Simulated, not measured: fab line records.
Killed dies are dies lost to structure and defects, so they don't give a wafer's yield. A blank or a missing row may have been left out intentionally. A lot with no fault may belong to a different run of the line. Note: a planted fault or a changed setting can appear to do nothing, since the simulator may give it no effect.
Problem report, 8D (eight disciplines) form, completed by code ; flow n5 finfet ; the parts of the form that need people (team, actions taken, sign-off) are left out

== 1. THE PROBLEM ==
Wafers without a fault read 250.02 C, standard deviation 0.19; plate temp C at N5_BEOL_M2_COAT_61 reads a mean of 253.43 C on 6 wafers belonging to 2 lots. That is +18 standard deviations from the usual mean.
The step: time 60 s, resist thk 60 nm.
Earliest sighting: wafer L909.3 on litho track-01 at day 9 12:33. At this step, 33 wafers from 11 lots have a number in the record. By rule, "out" or "out of limits" means more than 4 standard deviations away from the usual mean. The rest of the wafers with a number are treated as sound.

== 2. WHAT IT IS, AND WHAT IT ISN'T ==
question;is;is not
which readings at this step;plate temp C;-
which lots;L909, L912;L899, L902, L904, L905, L913, L914, L916, L918, L921
which wafers of those lots;all that have a number;-
read on which tools;litho track-01;litho track-03, litho track-04
when;from day 9 12:33;"up to then (12 sound wafers); but 15 sound wafers of L913, L914, L916, L918, L921 came after"

== 3. SUSPECTS, AND WHAT RULES EACH OUT ==
Counting: a tool stays on the suspect list if, at a process step up to the reading, it processed all lots that are out and no sound lot following the first of them.
- litho track-01 at N5_BEOL_M2_COAT_61 (time 60 s, resist thk 60 nm): kept. All lots that are out passed through it, beginning with L909 at day 9 12:33, and no sound lot followed; its final sound lot before that point was L904 at day 8 04:01. On those wafers its own readings are out: plate temp C.
Remaining after the count: litho track-01 at N5_BEOL_M2_COAT_61.

== 4. THE CAUSE (what the simulator had put in) ==
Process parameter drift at N5_BEOL_M2_COAT_61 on litho track-01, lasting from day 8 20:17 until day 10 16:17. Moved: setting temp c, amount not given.
After counting, this tool was the only one left.

== 5. THE CHAIN OF EFFECTS, in route order ==
Each row: a reading where the mean over the struck wafers with a number is more than 3 standard deviations away from the usual. Only readings whose record carries a usual standard deviation are examined. hours: median over the lots of the time between each lot's start at the first step of this table that gives one and its start at this step. sigmas: the change, counted in usual standard deviations.
hours;step;reading;usual;on struck wafers;change;sigmas
0;N5_BEOL_M2_COAT_61;heater power total W;500.5 W;509.0;+8.5;+4.5
0;N5_BEOL_M2_COAT_61;plate temp C;250.02 C;253.43;+3.41;+18
Process steps it contains:
- N5_BEOL_M2_COAT_61: time 60 s, resist thk 60 nm.
Later steps that measure or inspect, where all struck wafers having a row at the step show a number for every such reading and not one has moved that far: N5_BEOL_M4_RC_MEAS_101.

== 6. WHAT WOULD HAVE CAUGHT IT SOONER ==
In this record the first reading out of limits was taken at day 9 12:33, 16 hours after the fault began at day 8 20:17.
